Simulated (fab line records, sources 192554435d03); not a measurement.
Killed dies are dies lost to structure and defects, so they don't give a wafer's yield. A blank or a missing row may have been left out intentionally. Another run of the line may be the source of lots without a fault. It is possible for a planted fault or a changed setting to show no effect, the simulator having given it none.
Split-lot study ; flow n5-finfet ; 39 wafers read across 7 lots, on a route 1938 steps long

## ON THE SPLIT
At N5_BEOL_M0_SAQP_ALD_48 (deposits SiO2, target thk 20 nm, pulse time 1 s, co reactant pulse time 1 s), the setting ald-cycles was moved away from the recipe's 139 on 9 of the 39 wafers read, by -56.1% to +35.3%. The other wafers ran this setting at the recipe's value.

## FROM THE SPLIT TO THE READING: what the file shows between them, 7 steps
- N5_BEOL_M0_SAQP_ETCH_49: etches SiO2 in CF4/O2, target depth 37 nm
- N5_BEOL_M0_SAQP_STRIP_75: strips in CF4
- N5_BEOL_M0_CUTY_COAT_50: time 60 s, resist thk 15 nm
- N5_BEOL_M0_CUTY_DESCUM_61: chemistry O2, time 7.9 s
- N5_BEOL_M0_CUTY_ETCH_62: etches SiARC in CF4, time 58.5 s
- N5_BEOL_M0_CUTY_ETCH_63: etches SOC in N2/H2, target depth 82.7 nm, overetch 16.5 nm, time 124 s
- N5_BEOL_M0_CUTY_STRIP_64: strips in N2/H2

## THE READING
SiO2_of_BEOL_M0_SAQP_ALD_48.thk-nm (the simulator's own value, which no gauge read), in nm, at N5_BEOL_M0_ETCH_138 (etches SiCN in CH3F/O2, target depth 12 nm, time 31.6 s). No usual value for it is given in the file. Here, 30 wafers ran the recipe; their average is 11.6 nm with a standard deviation of 0.59 nm.

wafer;tool, chamber at the split;ald-cycles as run;against the recipe;SiO2_of_BEOL_M0_SAQP_ALD_48.thk-nm, nm;against lot-mates on the recipe
L074.1;ald-sin-02, 1,3,2;139;recipe;11.2;-
L074.4;ald-sin-02, 1,3,2;139;recipe;11.2;-
L074.2;ald-sin-02, 1,3,2;139;recipe;12.4;-
L074.3;ald-sin-02, 0;188;+35.3%;16.4;+4.8
L074.5;ald-sin-02, 1;188;+35.3%;16.4;+4.8
L074.6;ald-sin-02, 0;188;+35.3%;15.4;+3.8
L075.2;ald-sin-01, 3,0;139;recipe;11.4;-
L075.4;ald-sin-01, 3,0;139;recipe;11.4;-
L075.6;ald-sin-01, 1;139;recipe;11;-
L083.1;ald-sin-02, 1,2;139;recipe;11;-
L083.2;ald-sin-02, 3,0,1;139;recipe;11.8;-
L083.5;ald-sin-02, 0;139;recipe;11.8;-
L083.6;ald-sin-02, 3,0,1;139;recipe;11.8;-
L083.3;ald-sin-02, 1,2;139;recipe;12.2;-
L083.4;ald-sin-02, 3,0,1;139;recipe;11.6;-
L085.1;ald-sin-04, 3;139;recipe;11.8;-
L085.2;ald-sin-04, 2,0,1,2;139;recipe;10.8;-
L085.3;ald-sin-04, 2,0,1,2;139;recipe;12;-
L085.4;ald-sin-04, 2,0,1,2;139;recipe;11.4;-
L085.5;ald-sin-04, 3;139;recipe;11.4;-
L085.6;ald-sin-04, 2,0,1,2;139;recipe;10.6;-
L086.1;ald-sin-02, 3;139;recipe;12.4;-
L086.2;ald-sin-02, 0;139;recipe;12.6;-
L086.3;ald-sin-02, 1;61;-56.1%;5;-7.1
L086.4;ald-sin-02, 2;61;-56.1%;4.2;-7.9
L086.5;ald-sin-02, 1;139;recipe;11.2;-
L086.6;ald-sin-02, 2;61;-56.1%;5.8;-6.3
L089.1;ald-sin-01, 2,0,0;139;recipe;10.6;-
L089.5;ald-sin-01, 3,1,3;139;recipe;10.6;-
L089.2;ald-sin-01, 2,0,0;139;recipe;12.2;-
L089.3;ald-sin-01, 3,1,3;139;recipe;12.2;-
L089.6;ald-sin-01, 2,0,0;139;recipe;12.2;-
L089.4;ald-sin-01, 3,1,3;139;recipe;11.8;-
L090.1;ald-sin-04, 1;97;-30.2%;8.6;-2.7
L090.2;ald-sin-04, 3;139;recipe;11.6;-
L090.3;ald-sin-04, 2;139;recipe;12;-
L090.4;ald-sin-04, 0;97;-30.2%;6.6;-4.7
L090.5;ald-sin-04, 1;97;-30.2%;8.4;-2.9
L090.6;ald-sin-04, 0;139;recipe;10.4;-
The file does not say which wafer passed through which chamber wherever a row lists several chambers: such a row stands for several wafers.

FIT RESULTS
A straight line over all 39 wafers: SiO2_of_BEOL_M0_SAQP_ALD_48.thk-nm changes by +0.121 nm for each +1% of ald-cycles; r = +0.97; the points scatter about the line by 0.64 nm.
The same after taking each lot's own level away (the mean of its wafers on the recipe; 39 wafers): +0.124 nm for each +1%; r = +0.97; scatter 0.61 nm.
On that fit, the largest move of ald-cycles shifts the reading by 7 nm.
The lots' own levels span 11.27 to 12.07 nm, that is 1.3 times the standard deviation above.
So the lot-to-lot level changes the slope little: the two slopes agree.
Check: with one of the wafers moved furthest among these (-56.1%) left out of the fit, the line predicts -6.93 nm for it against its lot-mates. Against them it came out at -7.07 nm.

## OTHER SPLITS APPLIED TO THESE WAFERS
Other splits were also applied to these wafers ahead of the reading. Each is held against what the fit with the lots' levels taken away leaves over:
other split on the same wafers;wafers away from the commonest value;r with SiO2_of_BEOL_M0_SAQP_ALD_48.thk-nm (lot level and that fit taken away)
N5_MOL_CONTACT_COAG_ALD_133 ald-cycles;9;-0.28

## THE WHOLE CHAIN: every reading that the file lists as answering this split, in the file's order
step;what it does;reading;change (the file's fit);r (the file's)
N5_BEOL_M0_SAQP_ALD_48;deposits SiO2, target thk 20 nm, pulse time 1 s, co reactant pulse time 1 s;SiO2_of_BEOL_M0_SAQP_ALD_48.thk-nm (the simulator's own value, which no gauge read);+0.201 nm for each +1% of the setting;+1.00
N5_BEOL_M0_SAQP_ETCH_49;etches SiO2 in CF4/O2, target depth 37 nm;SiO2_of_BEOL_M0_SAQP_ALD_48.thk-nm (the simulator's own value, which no gauge read);+0.152 nm for each +1% of the setting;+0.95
N5_BEOL_M0_CUTY_ETCH_62;etches SiARC in CF4, time 58.5 s;SiO2_of_BEOL_M0_SAQP_ALD_48.thk-nm (the simulator's own value, which no gauge read);+0.135 nm for each +1% of the setting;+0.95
N5_BEOL_M0_CUTY_ETCH_63;etches SOC in N2/H2, target depth 82.7 nm, overetch 16.5 nm, time 124 s;SiO2_of_BEOL_M0_SAQP_ALD_48.thk-nm (the simulator's own value, which no gauge read);+0.127 nm for each +1% of the setting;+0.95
N5_BEOL_M0_ETCH_138;etches SiCN in CH3F/O2, target depth 12 nm, time 31.6 s;SiO2_of_BEOL_M0_SAQP_ALD_48.thk-nm (the simulator's own value, which no gauge read);+0.124 nm for each +1% of the setting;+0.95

## THE FILE'S OWN FIT
SiO2_of_BEOL_M0_SAQP_ALD_48.thk-nm changes by +0.124 nm for each +1% of ald-cycles, r = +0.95.
